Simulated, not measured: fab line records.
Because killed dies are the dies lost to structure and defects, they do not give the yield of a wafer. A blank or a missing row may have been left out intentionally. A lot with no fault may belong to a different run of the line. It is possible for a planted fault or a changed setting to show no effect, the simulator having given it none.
Which of the tools did it? / flow nand_harc / Sampling: 12 lots, 34 wafers, 5 of 1159 route steps

== WHAT EACH GAUGE READ, for each wafer ==
NHARC_END_SORT_01.
lot=L993; measured=day 20 06:28; on=prober-02; killed_at_array=26 26 24; killed_at_other=0 0 0; killed_at_periphery=1 4 1; killed_dies=27 30 25; killed_open=1 1 1; killed_short=1 3 1
lot=L992; measured=day 20 13:37; on=prober-01; killed_at_array=30 21 23; killed_at_other=0 0 0; killed_at_periphery=0 3 0; killed_dies=30 24 23; killed_open=2 2 3; killed_short=1 2 0
lot=L994; measured=day 20 21:23; on=prober-01; killed_at_array=9 23 25; killed_at_other=0 0 0; killed_at_periphery=2 5 3; killed_dies=11 28 28; killed_open=2 4 3; killed_short=1 3 3
lot=L995; measured=day 21 06:43; on=prober-02; killed_at_array=15 15 11; killed_at_other=0 0 0; killed_at_periphery=4 5 4; killed_dies=19 20 15; killed_open=2 4 2; killed_short=2 1 1
lot=L997; measured=day 21 12:53; on=prober-02; killed_at_array=13 18 11; killed_at_other=0 1 1; killed_at_periphery=8 3 2; killed_dies=21 22 14; killed_open=4 3 0; killed_short=5 7 2
lot=L103; measured=day 22 04:41; on=prober-01; killed_at_array=38 24; killed_at_other=1 1; killed_at_periphery=5 5; killed_dies=44 30; killed_open=2 6; killed_short=6 0
lot=L105; measured=day 22 12:20; on=prober-02; killed_at_array=37 26; killed_at_other=0 0; killed_at_periphery=1 1; killed_dies=38 27; killed_open=2 2; killed_short=3 0
lot=L108; measured=day 23 03:11; on=prober-01; killed_at_array=35 31 25; killed_at_other=0 0 0; killed_at_periphery=2 5 1; killed_dies=37 36 26; killed_open=4 6 3; killed_short=4 0 4
lot=L109; measured=day 23 03:58; on=prober-02; killed_at_array=42 30 52; killed_at_other=3 1 1; killed_at_periphery=3 5 4; killed_dies=48 36 57; killed_open=1 3 8; killed_short=1 0 2
lot=L111; measured=day 23 19:44; on=prober-02; killed_at_array=46 38 44; killed_at_other=2 4 4; killed_at_periphery=6 7 6; killed_dies=54 49 54; killed_open=4 2 5; killed_short=5 4 1
lot=L112; measured=day 23 19:52; on=prober-01; killed_at_array=41 33 36; killed_at_other=2 1 2; killed_at_periphery=3 1 1; killed_dies=46 35 39; killed_open=2 1 0; killed_short=2 2 2
lot=L115; measured=day 24 04:13; on=prober-02; killed_at_array=22 33 28; killed_at_other=0 0 0; killed_at_periphery=3 4 2; killed_dies=25 37 30; killed_open=4 4 2; killed_short=3 4 4

== WHICH TOOL RAN EACH LOT (tool, then ch and the chambers of the sampled wafers, then the start) ==
lot=L993; NHARC_A_CONTACT_ETCH_48=rie_diel-01 ch 0,2,3, day 16 06:55; NHARC_A_CONTACT_ETCH_51=rie_diel-01 ch 0,1,2, day 16 08:23 or earlier; NHARC_A_CONTACT_ETCH_112=har_cap_etch-01 ch 0,1, day 16 08:23; NHARC_A_CONTACT_ETCH_117=har_cap_etch-01 ch 0,1, day 16 08:59
lot=L992; NHARC_A_CONTACT_ETCH_48=rie_diel-07 ch 1,2,3, day 16 10:53; NHARC_A_CONTACT_ETCH_51=rie_diel-07 ch 0,1, day 16 12:22 or earlier; NHARC_A_CONTACT_ETCH_112=har_cap_etch-02 ch 0,1, day 16 12:22; NHARC_A_CONTACT_ETCH_117=har_cap_etch-02 ch 0,1, day 16 12:50
lot=L994; NHARC_A_CONTACT_ETCH_48=rie_diel-11 ch 0,2,3, day 16 18:31; NHARC_A_CONTACT_ETCH_51=rie_diel-11 ch 0,1,2, day 16 20:17 or earlier; NHARC_A_CONTACT_ETCH_112=har_cap_etch-02 ch 0,1, day 16 20:17; NHARC_A_CONTACT_ETCH_117=har_cap_etch-02 ch 0,1, day 16 20:54
lot=L995; NHARC_A_CONTACT_ETCH_48=rie_diel-07 ch 0,3, day 16 22:49; NHARC_A_CONTACT_ETCH_51=rie_diel-07 ch 0,1,3, day 17 00:14 or earlier; NHARC_A_CONTACT_ETCH_112=har_cap_etch-03 ch 0,1, day 17 00:14; NHARC_A_CONTACT_ETCH_117=har_cap_etch-03 ch 0,1, day 17 00:41
lot=L997; NHARC_A_CONTACT_ETCH_48=rie_diel-07 ch 1,2,3, day 17 12:38; NHARC_A_CONTACT_ETCH_51=rie_diel-07 ch 2,3, day 17 14:05 or earlier; NHARC_A_CONTACT_ETCH_112=har_cap_etch-01 ch 0,1, day 17 14:05; NHARC_A_CONTACT_ETCH_117=har_cap_etch-01 ch 0,1, day 17 14:32
lot=L103; NHARC_A_CONTACT_ETCH_48=rie_diel-07 ch 0,1, day 18 19:39; NHARC_A_CONTACT_ETCH_51=rie_diel-07 ch 1,3, day 18 21:05 or earlier; NHARC_A_CONTACT_ETCH_112=har_cap_etch-03 ch 0,1, day 18 21:05; NHARC_A_CONTACT_ETCH_117=har_cap_etch-03 ch 0,1, day 18 21:41
lot=L105; NHARC_A_CONTACT_ETCH_48=rie_diel-07 ch 1,3, day 19 01:40; NHARC_A_CONTACT_ETCH_51=rie_diel-07 ch 2,3, day 19 03:02 or earlier; NHARC_A_CONTACT_ETCH_112=har_cap_etch-01 ch 0, day 19 03:02; NHARC_A_CONTACT_ETCH_117=har_cap_etch-01 ch 0, day 19 03:29
lot=L108; NHARC_A_CONTACT_ETCH_48=rie_diel-01 ch 0,2,3, day 20 01:30; NHARC_A_CONTACT_ETCH_51=rie_diel-01 ch 0,1,2, day 20 02:52 or earlier; NHARC_A_CONTACT_ETCH_112=har_cap_etch-03 ch 0,1, day 20 02:52; NHARC_A_CONTACT_ETCH_117=har_cap_etch-03 ch 0,1, day 20 03:20
lot=L109; NHARC_A_CONTACT_ETCH_48=rie_diel-11 ch 0,3, day 20 05:28; NHARC_A_CONTACT_ETCH_51=rie_diel-11 ch 1,2,3, day 20 06:55 or earlier; NHARC_A_CONTACT_ETCH_112=har_cap_etch-02 ch 1, day 20 06:55; NHARC_A_CONTACT_ETCH_117=har_cap_etch-02 ch 1, day 20 07:22
lot=L111; NHARC_A_CONTACT_ETCH_48=rie_diel-11 ch 0,1,2, day 20 18:39; NHARC_A_CONTACT_ETCH_51=rie_diel-11 ch 0,2,3, day 20 20:11 or earlier; NHARC_A_CONTACT_ETCH_112=har_cap_etch-01 ch 0,1, day 20 20:11; NHARC_A_CONTACT_ETCH_117=har_cap_etch-01 ch 0,1, day 20 20:38
lot=L112; NHARC_A_CONTACT_ETCH_48=rie_diel-11 ch 1,2, day 20 22:05; NHARC_A_CONTACT_ETCH_51=rie_diel-11 ch 0,2,3, day 20 23:35 or earlier; NHARC_A_CONTACT_ETCH_112=har_cap_etch-02 ch 0,1, day 20 23:35; NHARC_A_CONTACT_ETCH_117=har_cap_etch-02 ch 0,1, day 21 00:02
lot=L115; NHARC_A_CONTACT_ETCH_48=rie_diel-01 ch 0,1,3, day 21 11:41; NHARC_A_CONTACT_ETCH_51=rie_diel-07 ch 0,1,2, day 21 13:06 or earlier; NHARC_A_CONTACT_ETCH_112=har_cap_etch-02 ch 0,1, day 21 13:06; NHARC_A_CONTACT_ETCH_117=har_cap_etch-02 ch 0,1, day 21 13:34
- NHARC_A_CONTACT_ETCH_48: etches the open film in CF4, target depth 39 nm, time 65 s.
- NHARC_A_CONTACT_ETCH_51: etches the open film in O2/COS, target depth 3600 nm, time 936 s.
- NHARC_A_CONTACT_ETCH_112: etches the open film in C4F8/O2/Ar, time 94 s, target depth 922 nm.
- NHARC_A_CONTACT_ETCH_117: etches the open film in C4F8/O2/Ar, time 94 s, target depth 922 nm.

== WHAT THE TOOLS THEMSELVES READ (means of the sampled wafers that have a number; where no wafer has one, the mark that the record gives instead) ==
NHARC_A_CONTACT_ETCH_48.
lot=L993; tool=rie_diel-01; drypump_motor_current_A (A)=5.95; oes_product_au (a.u.)=1.001; rf_vpp_V (V)=151.0; run_length_s (s)=86.2; showerhead_plenum_p_Torr (Torr)=1.76; throttle_valve_pct (%)=13.288
lot=L992; tool=rie_diel-07; drypump_motor_current_A (A)=5.75; oes_product_au (a.u.)=0.989; rf_vpp_V (V)=151.0; run_length_s (s)=86.6; showerhead_plenum_p_Torr (Torr)=1.75; throttle_valve_pct (%)=13.292
lot=L994; tool=rie_diel-11; drypump_motor_current_A (A)=5.57; oes_product_au (a.u.)=1.011; rf_vpp_V (V)=151.0; run_length_s (s)=86.5; showerhead_plenum_p_Torr (Torr)=1.80; throttle_valve_pct (%)=13.287
lot=L995; tool=rie_diel-07; drypump_motor_current_A (A)=5.65; oes_product_au (a.u.)=0.992; rf_vpp_V (V)=152.5; run_length_s (s)=86.7; showerhead_plenum_p_Torr (Torr)=1.76; throttle_valve_pct (%)=13.280
lot=L997; tool=rie_diel-07; drypump_motor_current_A (A)=5.75; oes_product_au (a.u.)=0.997; rf_vpp_V (V)=150.6; run_length_s (s)=86.7; showerhead_plenum_p_Torr (Torr)=1.75; throttle_valve_pct (%)=13.286
lot=L103; tool=rie_diel-07; drypump_motor_current_A (A)=5.87; oes_product_au (a.u.)=0.998; rf_vpp_V (V)=150.1; run_length_s (s)=72.0; showerhead_plenum_p_Torr (Torr)=1.69; throttle_valve_pct (%)=13.292
lot=L105; tool=rie_diel-07; drypump_motor_current_A (A)=5.71; oes_product_au (a.u.)=1.000; rf_vpp_V (V)=150.9; run_length_s (s)=72.1; showerhead_plenum_p_Torr (Torr)=1.73; throttle_valve_pct (%)=13.279
lot=L108; tool=rie_diel-01; drypump_motor_current_A (A)=5.95; oes_product_au (a.u.)=0.997; rf_vpp_V (V)=151.0; run_length_s (s)=86.4; showerhead_plenum_p_Torr (Torr)=1.75; throttle_valve_pct (%)=13.287
lot=L109; tool=rie_diel-11; drypump_motor_current_A (A)=5.54; oes_product_au (a.u.)=0.998; rf_vpp_V (V)=151.9; run_length_s (s)=86.4; showerhead_plenum_p_Torr (Torr)=1.77; throttle_valve_pct (%)=13.277
lot=L111; tool=rie_diel-11; drypump_motor_current_A (A)=5.77; oes_product_au (a.u.)=1.002; rf_vpp_V (V)=152.9; run_length_s (s)=86.6; showerhead_plenum_p_Torr (Torr)=1.83; throttle_valve_pct (%)=13.284
lot=L112; tool=rie_diel-11; drypump_motor_current_A (A)=6.09; oes_product_au (a.u.)=0.993; rf_vpp_V (V)=151.9; run_length_s (s)=86.8; showerhead_plenum_p_Torr (Torr)=1.81; throttle_valve_pct (%)=13.280
lot=L115; tool=rie_diel-01; drypump_motor_current_A (A)=6.03; oes_product_au (a.u.)=1.001; rf_vpp_V (V)=151.5; run_length_s (s)=86.4; showerhead_plenum_p_Torr (Torr)=1.81; throttle_valve_pct (%)=13.275

NHARC_A_CONTACT_ETCH_51.
lot=L993; tool=rie_diel-01; drypump_motor_current_A (A)=6.02; oes_product_au (a.u.)=0.999; rf_vpp_V (V)=314.6; run_length_s (s)=957.1; showerhead_plenum_p_Torr (Torr)=3.19; throttle_valve_pct (%)=28.324
lot=L992; tool=rie_diel-07; drypump_motor_current_A (A)=5.89; oes_product_au (a.u.)=0.997; rf_vpp_V (V)=312.1; run_length_s (s)=957.9; showerhead_plenum_p_Torr (Torr)=2.97; throttle_valve_pct (%)=28.329
lot=L994; tool=rie_diel-11; drypump_motor_current_A (A)=5.80; oes_product_au (a.u.)=1.006; rf_vpp_V (V)=315.9; run_length_s (s)=957.6; showerhead_plenum_p_Torr (Torr)=3.25; throttle_valve_pct (%)=28.330
lot=L995; tool=rie_diel-07; drypump_motor_current_A (A)=5.76; oes_product_au (a.u.)=0.988; rf_vpp_V (V)=312.8; run_length_s (s)=957.7; showerhead_plenum_p_Torr (Torr)=3.04; throttle_valve_pct (%)=28.330
lot=L997; tool=rie_diel-07; drypump_motor_current_A (A)=5.66; oes_product_au (a.u.)=0.989; rf_vpp_V (V)=313.5; run_length_s (s)=957.8; showerhead_plenum_p_Torr (Torr)=3.15; throttle_valve_pct (%)=28.326
lot=L103; tool=rie_diel-07; drypump_motor_current_A (A)=5.72; oes_product_au (a.u.)=0.988; rf_vpp_V (V)=312.8; run_length_s (s)=957.6; showerhead_plenum_p_Torr (Torr)=3.05; throttle_valve_pct (%)=28.339
lot=L105; tool=rie_diel-07; drypump_motor_current_A (A)=5.70; oes_product_au (a.u.)=0.996; rf_vpp_V (V)=314.5; run_length_s (s)=957.6; showerhead_plenum_p_Torr (Torr)=3.15; throttle_valve_pct (%)=28.327
lot=L108; tool=rie_diel-01; drypump_motor_current_A (A)=6.01; oes_product_au (a.u.)=1.002; rf_vpp_V (V)=314.5; run_length_s (s)=957.1; showerhead_plenum_p_Torr (Torr)=3.18; throttle_valve_pct (%)=28.328
lot=L109; tool=rie_diel-11; drypump_motor_current_A (A)=5.90; oes_product_au (a.u.)=0.995; rf_vpp_V (V)=314.5; run_length_s (s)=957.7; showerhead_plenum_p_Torr (Torr)=3.13; throttle_valve_pct (%)=28.322
lot=L111; tool=rie_diel-11; drypump_motor_current_A (A)=5.56; oes_product_au (a.u.)=1.003; rf_vpp_V (V)=314.8; run_length_s (s)=957.6; showerhead_plenum_p_Torr (Torr)=3.16; throttle_valve_pct (%)=28.334
lot=L112; tool=rie_diel-11; drypump_motor_current_A (A)=5.57; oes_product_au (a.u.)=1.003; rf_vpp_V (V)=314.2; run_length_s (s)=957.3; showerhead_plenum_p_Torr (Torr)=3.16; throttle_valve_pct (%)=28.331
lot=L115; tool=rie_diel-07; drypump_motor_current_A (A)=5.85; oes_product_au (a.u.)=1.003; rf_vpp_V (V)=312.3; run_length_s (s)=957.7; showerhead_plenum_p_Torr (Torr)=3.03; throttle_valve_pct (%)=28.341

== THE ANSWER, worked out from the rows above alone ==
Rule: the lots themselves supply what counts as usual. Put in order of their means at a reading, lots are off if they are a third of the lots or fewer, leave a main group of 4 or more, and stand apart from it by a gap of 3 or more times the standard deviation of the main group's means; of several such gaps the widest counts. The tables above print the reading to a certain number of digits; a main group whose means all agree to those digits is not used. A lot without any number at a reading at which 4 lots or more have one is off too. All remaining lots with rows at the step are treated as sound. Order of review: gauges by route order, followed by the tools' own readings, for which a lot's mean as printed above is used. The first step at which some lot is off is used, and at that step the reading that is off furthest; a lot without a number counts as furthest.
Off, at NHARC_A_CONTACT_ETCH_48 on run_length_s: L103, L105. For the main group the mean is 86.5 s and the standard deviation 0.17.
If a tool, at that step or one of the process steps before it, ran each lot that is off and ran no sound lot following the first of them, it fits. One fits: NHARC_A_CONTACT_ETCH_48 on rie_diel-07. Its last sound lot is L997 (day 17 12:38), its first lot that is off L103 (day 18 19:39): a fault that began between those two fits.
On the lots that are off, the tool's own readings at NHARC_A_CONTACT_ETCH_48 differ by more than 5 times the standard deviation of the sound lots' means, which bears it out; run_length_s reads 72.0 s there versus 86.5 s on the sound lots.

== WHAT WAS PUT IN BY THE SIMULATOR ==
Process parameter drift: rie_diel-07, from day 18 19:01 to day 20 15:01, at NHARC_A_CONTACT_ETCH_48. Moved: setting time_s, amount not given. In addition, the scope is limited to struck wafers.
Shown lots that were struck: L103, L105. This agrees with what the rule above found.
